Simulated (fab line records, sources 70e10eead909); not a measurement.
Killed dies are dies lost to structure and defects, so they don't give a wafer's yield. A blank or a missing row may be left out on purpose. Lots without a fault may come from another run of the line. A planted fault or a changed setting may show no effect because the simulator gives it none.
Which tool did it? | flow nand_harc | 23 lots, 69 wafers sampled, at 5 steps of a route of 1159

WHAT THE GAUGES READ, wafer by wafer
NHARC_A_STAIRCASE_INSPECT_155. Usual: raw_defect_count 373, standard deviation 140.
lot  | measured     | on                | raw_defect_count | flag
L074 | day 14 01:14 | defect_inspect-01 | 275 306 293      |
L075 | day 14 07:12 | defect_inspect-02 | 321 260 262      |
L077 | day 14 07:26 | defect_inspect-02 | 275 406 292      |
L078 | day 14 12:09 | defect_inspect-01 | 219 229 210      |
L076 | day 14 12:19 | defect_inspect-02 | 705 316 310      |
L079 | day 15 07:37 | defect_inspect-02 | 790 515 383      |
L080 | day 15 23:18 | defect_inspect-01 | 414 500 443      |
L082 | day 16 00:53 | defect_inspect-01 | 492 662 498      |
L083 | day 16 01:09 | defect_inspect-01 | 261 191 259      |
L084 | day 16 01:04 | defect_inspect-02 | 715 550 375      |
L081 | day 16 03:38 | defect_inspect-02 | 338 416 371      |
L086 | day 16 23:08 | defect_inspect-01 | 449 630 406      |
L087 | day 16 22:57 | defect_inspect-02 | 382 331 252      |
L085 | day 16 23:14 | defect_inspect-01 | 402 317 243      |
L088 | day 17 10:33 | defect_inspect-02 | 441 473 556      |
L089 | day 17 22:56 | defect_inspect-01 | 418 272 308      |
L091 | day 17 22:26 | defect_inspect-01 | 203 163 233      |
L092 | day 18 03:14 | defect_inspect-01 | 439 436 668      |
L094 | day 18 13:05 | defect_inspect-01 | 435 252 294      |
L093 | day 18 12:53 | defect_inspect-02 | 456 335 358      |
L095 | day 19 04:13 | defect_inspect-01 | 264 394 418      |
L097 | day 19 17:01 | defect_inspect-01 | 283 202 274      |
L096 | day 19 23:23 | defect_inspect-01 | 513 560 409      |

WHICH TOOL RAN EACH LOT (tool, then ch and the chambers of the sampled wafers, then the start)
lot  | NHARC_A_STAIRCASE_ETCH_253         | NHARC_A_STAIRCASE_ETCH_452                    | NHARC_A_STAIRCASE_DEP_301       | NHARC_A_STAIRCASE_ETCHBACK_422
L074 | rie_diel-13 ch 0,1,2, day 11 13:55 | rie_diel-13 ch 1,2, day 11 23:05 or earlier   | pecvd-02 ch 0,1, day 11 23:05   | rie_diel-12 ch 0,2,3, day 13 23:59
L075 | rie_diel-01 ch 0,2,3, day 11 23:32 | rie_diel-12 ch 0,2,3, day 12 09:12 or earlier | pecvd-01 ch 0,1, day 12 09:12   | rie_diel-13 ch 0,2,3, day 14 05:56
L077 | rie_diel-12 ch 2,3, day 11 23:47   | rie_diel-12 ch 2,3, day 12 09:46 or earlier   | pecvd-04 ch 0,1,2, day 12 09:46 | rie_diel-13 ch 0,3, day 14 06:10
L078 | rie_diel-01 ch 1,2,3, day 12 05:50 | rie_diel-12 ch 2,3, day 12 14:48 or earlier   | pecvd-02 ch 0,1,2, day 12 14:48 | rie_diel-13 ch 1,3, day 14 10:55
L076 | rie_diel-01 ch 0,2, day 12 08:39   | rie_diel-01 ch 0,1,3, day 12 17:55 or earlier | pecvd-01 ch 0,2, day 12 17:55   | rie_diel-12 ch 0,1,2, day 14 11:04
L079 | rie_diel-01 ch 1,2, day 12 19:41   | rie_diel-13 ch 0,1,3, day 13 04:21 or earlier | pecvd-02 ch 1,2, day 13 04:21   | rie_diel-12 ch 0,2,3, day 15 06:15
L080 | rie_diel-01 ch 0,1,3, day 13 09:19 | rie_diel-13 ch 0,3, day 13 19:17 or earlier   | pecvd-02 ch 0,1,2, day 13 19:17 | rie_diel-12 ch 0,1,3, day 15 21:38
L082 | rie_diel-13 ch 0,1,2, day 13 10:38 | rie_diel-01 ch 0,1,2, day 13 21:44 or earlier | pecvd-04 ch 0,1,2, day 13 21:44 | rie_diel-12 ch 0,3, day 15 23:16
L083 | rie_diel-01 ch 0,1,3, day 13 14:47 | rie_diel-01 ch 1,3, day 14 00:28 or earlier   | pecvd-04 ch 0,1,2, day 14 00:28 | rie_diel-12 ch 0,1,2, day 15 21:55
L084 | rie_diel-01 ch 2,3, day 13 15:11   | rie_diel-12 ch 1,3, day 14 00:28 or earlier   | pecvd-01 ch 0,1,2, day 14 00:28 | rie_diel-13 ch 1,2,3, day 15 21:48
L081 | rie_diel-01 ch 0,2, day 13 15:34   | rie_diel-12 ch 0,1,2, day 14 02:12 or earlier | pecvd-02 ch 0,1,2, day 14 02:12 | rie_diel-12 ch 0,1,3, day 16 02:25
L086 | rie_diel-12 ch 0,2,3, day 14 12:29 | rie_diel-01 ch 0,2,3, day 14 22:27 or earlier | pecvd-04 ch 0,1,2, day 14 22:27 | rie_diel-01 ch 2,3, day 16 21:46
L087 | rie_diel-01 ch 0,1, day 14 16:22   | rie_diel-12 ch 1,2,3, day 15 02:01 or earlier | pecvd-01 ch 0,1,2, day 15 02:01 | rie_diel-01 ch 0,3, day 16 21:41
L085 | rie_diel-13 ch 0,3, day 14 16:46   | rie_diel-12 ch 0,1,2, day 15 02:23 or earlier | pecvd-04 ch 0,1, day 15 02:23   | rie_diel-13 ch 2,3, day 16 21:57
L088 | rie_diel-01 ch 0,2,3, day 14 22:47 | rie_diel-13 ch 1,2,3, day 15 08:07 or earlier | pecvd-01 ch 0,1, day 15 08:07   | rie_diel-13 ch 1,2, day 17 09:16
L089 | rie_diel-01 ch 1,2,3, day 15 08:23 | rie_diel-01 ch 0,2,3, day 15 17:53 or earlier | pecvd-01 ch 0,1, day 15 17:53   | rie_diel-01 ch 0,2,3, day 17 21:08
L091 | rie_diel-01 ch 0,1,3, day 15 12:05 | rie_diel-01 ch 0,2,3, day 15 23:29 or earlier | pecvd-04 ch 0,1,2, day 15 23:29 | rie_diel-12 ch 1,2, day 17 21:07
L092 | rie_diel-12 ch 1,2, day 15 15:58   | rie_diel-12 ch 0,2, day 16 05:07 or earlier   | pecvd-04 ch 1,2, day 16 05:07   | rie_diel-01 ch 0,2, day 18 01:59
L094 | rie_diel-13 ch 0,3, day 15 23:22   | rie_diel-12 ch 1,2,3, day 16 12:58 or earlier | pecvd-01 ch 0,1,2, day 16 12:58 | rie_diel-12 ch 1,2,3, day 18 11:49
L093 | rie_diel-01 ch 0,2,3, day 16 07:53 | rie_diel-01 ch 0,2,3, day 16 18:16 or earlier | pecvd-02 ch 0,1,2, day 16 18:16 | rie_diel-12 ch 0,1,3, day 18 11:38
L095 | rie_diel-12 ch 0,1,3, day 16 12:55 | rie_diel-13 ch 0,1,2, day 16 23:33 or earlier | pecvd-01 ch 0,2, day 16 23:33   | rie_diel-01 ch 0,3, day 19 02:57
L097 | rie_diel-13 ch 1,2, day 17 05:37   | rie_diel-13 ch 0,2,3, day 17 13:34 or earlier | pecvd-04 ch 0,2, day 17 13:34   | rie_diel-12 ch 2,3, day 19 15:31
L096 | rie_diel-01 ch 0,2,3, day 17 10:45 | rie_diel-13 ch 0,2,3, day 17 19:24 or earlier | pecvd-04 ch 0,1,2, day 17 19:24 | rie_diel-12 ch 0,2,3, day 19 22:04
- NHARC_A_STAIRCASE_ETCH_253: etches the open film in C4F8/O2, target depth 50 nm, time 20.2 s.
- NHARC_A_STAIRCASE_ETCH_452: etches the open film in CF4/O2, target depth 30 nm, overetch 3 nm, time 16.5 s.
- NHARC_A_STAIRCASE_DEP_301: deposits SiON, target thk 30 nm.
- NHARC_A_STAIRCASE_ETCHBACK_422: etches the open film in CH3F/O2, target depth 40 nm, time 74.286 s.

WHAT THE TOOLS THEMSELVES READ (means of the sampled wafers that have a number; where no wafer has one, the mark that the record gives instead)
NHARC_A_STAIRCASE_ETCH_253. Usual: oes_product_au 0.954 a.u., standard deviation 0.025; rf_vpp_V 895 V, standard deviation 7.4.
lot  | tool        | oes_product_au (a.u.) | rf_vpp_V (V) | flag
L074 | rie_diel-13 | 0.973                 | 899          |
L075 | rie_diel-01 | 0.938                 | 888          |
L077 | rie_diel-12 | 0.979                 | 888          |
L078 | rie_diel-01 | 0.914                 | 889          |
L076 | rie_diel-01 | 0.920                 | 887          |
L079 | rie_diel-01 | 0.916                 | 888          |
L080 | rie_diel-01 | 0.942                 | 890          |
L082 | rie_diel-13 | 0.986                 | 898          |
L083 | rie_diel-01 | 0.961                 | 890          |
L084 | rie_diel-01 | 0.947                 | 901          |
L081 | rie_diel-01 | 0.924                 | 893          |
L086 | rie_diel-12 | 0.978                 | 894          |
L087 | rie_diel-01 | 0.955                 | 902          |
L085 | rie_diel-13 | 0.998                 | 903          |
L088 | rie_diel-01 | 0.959                 | 901          |
L089 | rie_diel-01 | 0.943                 | 897          |
L091 | rie_diel-01 | 0.954                 | 897          |
L092 | rie_diel-12 | 0.969                 | 889          |
L094 | rie_diel-13 | 0.932                 | 903          |
L093 | rie_diel-01 | 0.962                 | 900          |
L095 | rie_diel-12 | 0.981                 | 894          |
L097 | rie_diel-13 | 0.972                 | 896          |
L096 | rie_diel-01 | 0.970                 | 900          |

NHARC_A_STAIRCASE_ETCH_452. Usual: cf4_flow_sccm 79.97 sccm, standard deviation 0.26; drypump_motor_current_A 5.8 A, standard deviation 0.4; mfc_ar_sccm 0.006 sccm, standard deviation 0.0095; oes_product_au 1.003 a.u., standard deviation 0.013; rf_vpp_V 197.7 V, standard deviation 1.9; showerhead_plenum_p_Torr 1.33 Torr, standard deviation 0.08; throttle_valve_pct 13.398 %, standard deviation 0.0084.
lot  | tool        | cf4_flow_sccm (sccm) | drypump_motor_current_A (A) | mfc_ar_sccm (sccm) | oes_product_au (a.u.) | rf_vpp_V (V) | showerhead_plenum_p_Torr (Torr) | throttle_valve_pct (%) | flag
L074 | rie_diel-13 | 79.90                | 6.0                         | 0.020              | 1.011                 | 197.2        | 1.30                            | 13.400                 |
L075 | rie_diel-12 | 79.75                | 5.7                         | 0.000              | 1.002                 | 197.4        | 1.31                            | 13.405                 |
L077 | rie_diel-12 | 80.02                | 6.1                         | 0.000              | 1.002                 | 196.3        | 1.25                            | 13.398                 |
L078 | rie_diel-12 | 80.01                | 6.1                         | 0.000              | 1.005                 | 195.9        | 1.25                            | 13.396                 |
L076 | rie_diel-01 | 79.53                | 5.8                         | 0.008              | 0.985                 | 196.7        | 1.27                            | 13.410                 |
L079 | rie_diel-13 | 80.06                | 5.7                         | 0.008              | 1.015                 | 199.5        | 1.40                            | 13.394                 |
L080 | rie_diel-13 | 79.75                | 6.0                         | 0.011              | 1.010                 | 199.7        | 1.40                            | 13.402                 |
L082 | rie_diel-01 | 79.83                | 5.7                         | 0.013              | 0.990                 | 197.8        | 1.33                            | 13.398                 |
L083 | rie_diel-01 | 79.97                | 6.0                         | 0.008              | 0.998                 | 196.5        | 1.29                            | 13.410                 |
L084 | rie_diel-12 | 80.01                | 6.0                         | 0.000              | 1.018                 | 195.6        | 1.28                            | 13.386                 |
L081 | rie_diel-12 | 80.17                | 5.8                         | 0.000              | 1.009                 | 198.1        | 1.33                            | 13.407                 |
L086 | rie_diel-01 | 79.93                | 5.7                         | 0.004              | 0.995                 | 199.7        | 1.39                            | 13.395                 |
L087 | rie_diel-12 | 79.93                | 6.1                         | 0.000              | 1.008                 | 194.7        | 1.26                            | 13.404                 |
L085 | rie_diel-12 | 80.15                | 5.8                         | 0.000              | 1.008                 | 197.0        | 1.33                            | 13.398                 |
L088 | rie_diel-13 | 79.92                | 6.0                         | 0.014              | 1.012                 | 197.3        | 1.34                            | 13.401                 |
L089 | rie_diel-01 | 79.76                | 5.7                         | 0.004              | 0.988                 | 199.1        | 1.39                            | 13.394                 |
L091 | rie_diel-01 | 79.95                | 5.7                         | 0.004              | 0.992                 | 198.0        | 1.39                            | 13.392                 |
L092 | rie_diel-12 | 79.97                | 5.5                         | 0.000              | 1.003                 | 198.1        | 1.37                            | 13.399                 |
L094 | rie_diel-12 | 80.05                | 6.1                         | 0.000              | 1.000                 | 195.7        | 1.26                            | 13.404                 |
L093 | rie_diel-01 | 79.97                | 5.7                         | 0.004              | 0.997                 | 198.8        | 1.38                            | 13.400                 |
L095 | rie_diel-13 | 79.64                | 5.7                         | 0.014              | 1.008                 | 198.6        | 1.35                            | 13.387                 |
L097 | rie_diel-13 | 79.65                | 6.1                         | 0.018              | 1.011                 | 198.5        | 1.35                            | 13.405                 |
L096 | rie_diel-13 | 80.20                | 6.1                         | 0.018              | 1.006                 | 198.1        | 1.35                            | 13.398                 |

NHARC_A_STAIRCASE_DEP_301. Usual: heater_power_w 727 W, standard deviation 74.
lot  | tool     | heater_power_w (W) | flag
L074 | pecvd-02 | 704                |
L075 | pecvd-01 | 764                |
L077 | pecvd-04 | 687                |
L078 | pecvd-02 | 726                |
L076 | pecvd-01 | 653                |
L079 | pecvd-02 | 782                |
L080 | pecvd-02 | 727                |
L082 | pecvd-04 | 759                |
L083 | pecvd-04 | 701                |
L084 | pecvd-01 | 727                |
L081 | pecvd-02 | 702                |
L086 | pecvd-04 | 681                |
L087 | pecvd-01 | 699                |
L085 | pecvd-04 | 797                |
L088 | pecvd-01 | 765                |
L089 | pecvd-01 | 758                |
L091 | pecvd-04 | 696                |
L092 | pecvd-04 | 741                |
L094 | pecvd-01 | 708                |
L093 | pecvd-02 | 811                |
L095 | pecvd-01 | 733                |
L097 | pecvd-04 | 661                |
L096 | pecvd-04 | 715                |

NHARC_A_STAIRCASE_ETCHBACK_422. Usual: drypump_motor_current_A 5.8 A, standard deviation 0.42; mfc_ar_sccm 200.1 sccm, standard deviation 0.66; oes_product_au 0.97 a.u., standard deviation 0.04; rf_vpp_V 244.2 V, standard deviation 2.3; showerhead_plenum_p_Torr 2.45 Torr, standard deviation 0.15; throttle_valve_pct 20.662 %, standard deviation 0.0089.
lot  | tool        | drypump_motor_current_A (A) | mfc_ar_sccm (sccm) | oes_product_au (a.u.) | rf_vpp_V (V) | showerhead_plenum_p_Torr (Torr) | throttle_valve_pct (%) | flag
L074 | rie_diel-12 | 5.8                         | 200.1              | 0.93                  | 243.6        | 2.42                            | 20.665                 |
L075 | rie_diel-13 | 6.1                         | 199.6              | 1.02                  | 245.1        | 2.49                            | 20.660                 |
L077 | rie_diel-13 | 5.8                         | 200.3              | 1.01                  | 246.0        | 2.61                            | 20.661                 |
L078 | rie_diel-13 | 6.0                         | 200.6              | 1.00                  | 245.9        | 2.56                            | 20.672                 |
L076 | rie_diel-12 | 5.8                         | 200.6              | 1.01                  | 244.0        | 2.44                            | 20.663                 |
L079 | rie_diel-12 | 5.8                         | 200.3              | 0.92                  | 243.2        | 2.41                            | 20.657                 |
L080 | rie_diel-12 | 5.7                         | 200.3              | 0.93                  | 243.9        | 2.44                            | 20.652                 |
L082 | rie_diel-12 | 5.7                         | 200.2              | 0.93                  | 244.5        | 2.41                            | 20.666                 |
L083 | rie_diel-12 | 5.8                         | 199.9              | 1.00                  | 243.5        | 2.44                            | 20.666                 |
L084 | rie_diel-13 | 6.0                         | 199.9              | 1.01                  | 245.1        | 2.46                            | 20.652                 |
L081 | rie_diel-12 | 5.7                         | 200.1              | 0.93                  | 243.5        | 2.44                            | 20.674                 |
L086 | rie_diel-01 | 5.9                         | 199.6              | 0.99                  | 244.7        | 2.45                            | 20.670                 |
L087 | rie_diel-01 | 5.9                         | 199.9              | 0.92                  | 244.3        | 2.45                            | 20.652                 |
L085 | rie_diel-13 | 6.4                         | 200.0              | 0.94                  | 242.5        | 2.37                            | 20.667                 |
L088 | rie_diel-13 | 6.0                         | 199.5              | 0.93                  | 242.7        | 2.37                            | 20.660                 |
L089 | rie_diel-01 | 5.7                         | 200.3              | 0.99                  | 245.9        | 2.54                            | 20.662                 |
L091 | rie_diel-12 | 6.2                         | 200.4              | 1.01                  | 241.8        | 2.31                            | 20.664                 |
L092 | rie_diel-01 | 5.6                         | 200.0              | 0.92                  | 246.9        | 2.64                            | 20.666                 |
L094 | rie_diel-12 | 6.1                         | 200.2              | 1.01                  | 242.4        | 2.31                            | 20.661                 |
L093 | rie_diel-12 | 5.7                         | 200.2              | 1.01                  | 243.5        | 2.43                            | 20.657                 |
L095 | rie_diel-01 | 5.6                         | 200.1              | 0.91                  | 245.4        | 2.54                            | 20.659                 |
L097 | rie_diel-12 | 6.1                         | 199.8              | 1.00                  | 242.4        | 2.29                            | 20.668                 |
L096 | rie_diel-12 | 5.8                         | 199.9              | 1.00                  | 243.1        | 2.40                            | 20.664                 |

THE ANSWER, worked out from the rows above alone
Rule: a lot is off if the mean of its wafers that have a number lies more than 3 standard deviations from the usual mean. A lot without any number at a reading at which 4 lots or more have one is off too. The other lots that the step has rows for count as sound. The gauges are gone through in route order, then the tools' own readings, and for those a lot's mean is taken as printed above. The first step at which some lot is off is used, and at that step the reading that is off furthest; a lot without a number counts as furthest.
No lot is off at any reading shown: from this, nothing can be told.

WHAT THE SIMULATOR HAD PUT IN
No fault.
